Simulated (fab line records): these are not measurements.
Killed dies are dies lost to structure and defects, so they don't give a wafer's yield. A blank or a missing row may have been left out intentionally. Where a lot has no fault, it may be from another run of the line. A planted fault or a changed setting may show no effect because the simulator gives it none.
Matching of chambers | flow nand_harc | NHARC_A_STAIRCASE_TRIM_196 on rie_diel-04: 4 sister chambers
The step chemistry O2, time 211.2 s. 14 wafers are shown with their chamber, then 7 later ones without.

== WAFERS, EACH WITH ITS CHAMBER ==
wafer  | chamber | drypump_motor_current_A (A) | showerhead_plenum_p_Torr (Torr) | oes_product_au (a.u.)
L366.1 | 2       | 5.4                         | 3.50                            | 0.992
L366.3 | 3       | 5.2                         | 3.31                            | 0.988
L366.5 | 1       | 6.1                         | 3.76                            | 0.986
L371.3 | 3       | 5.2                         | 3.30                            | 1.013
L371.4 | 1       | 6.0                         | 3.75                            | 0.981
L371.5 | 3       | 5.2                         | 3.30                            | 1.018
L378.1 | 3       | 5.2                         | 3.29                            | 1.021
L378.2 | 2       | 5.4                         | 3.49                            | 0.994
L378.5 | 2       | 5.4                         | 3.49                            | 1.008
L379.1 | 0       | 5.5                         | 3.78                            | 0.987
L379.2 | 2       | 5.4                         | 3.48                            | 1.009
L379.5 | 3       | 5.2                         | 3.81                            | 1.003
L381.1 | 0       | 5.5                         | 3.77                            | 0.985
L381.2 | 3       | 5.2                         | 3.81                            | 0.984

SIGNATURES (averages over the wafers above)
reading                  | chamber 0 | chamber 1 | chamber 2 | chamber 3 | scatter within a chamber
drypump_motor_current_A  | 5.500     | 6.050     | 5.400     | 5.200     | 0.0224
showerhead_plenum_p_Torr | 3.7750    | 3.7550    | 3.4900    | 3.4700    | 0.186
oes_product_au           | 0.98600   | 0.98350   | 1.00075   | 1.00450   | 0.0122
Rule: distance of a wafer from a chamber = root of the sum over the readings of ((wafer's reading minus chamber's mean) / reading's scatter) squared. The wafer belongs to the nearest chamber; if the next one is less than 2 further off, it can't be placed. How the scatter is found: for the shown wafers, subtract from each reading the mean of its chamber, square and add these, divide the total by (wafers less chambers), then take the root.

== WAFERS WITH NO CHAMBER GIVEN ==
wafer  | drypump_motor_current_A (A) | showerhead_plenum_p_Torr (Torr) | oes_product_au (a.u.)
L381.3 | 6.0                         | 3.74                            | 0.972
L382.1 | 5.4                         | 3.48                            | 1.013
L382.3 | 6.0                         | 3.74                            | 0.981
L382.4 | 5.5                         | 3.77                            | 0.989
L383.2 | 5.5                         | 3.77                            | 1.005
L383.5 | 5.5                         | 3.77                            | 1.002
L383.6 | 6.0                         | 3.73                            | 0.980

== WHICH CHAMBER EACH WENT THROUGH ==
wafer  | from the rows above | in truth
L381.3 | 1                   | 1
L382.1 | 2                   | 2
L382.3 | 1                   | 1
L382.4 | 0                   | 0
L383.2 | 0                   | 0
L383.5 | 0                   | 0
L383.6 | 1                   | 1
Placed correctly: 7 of 7. From these rows, 0 cannot be placed. Number placed wrongly: 0.
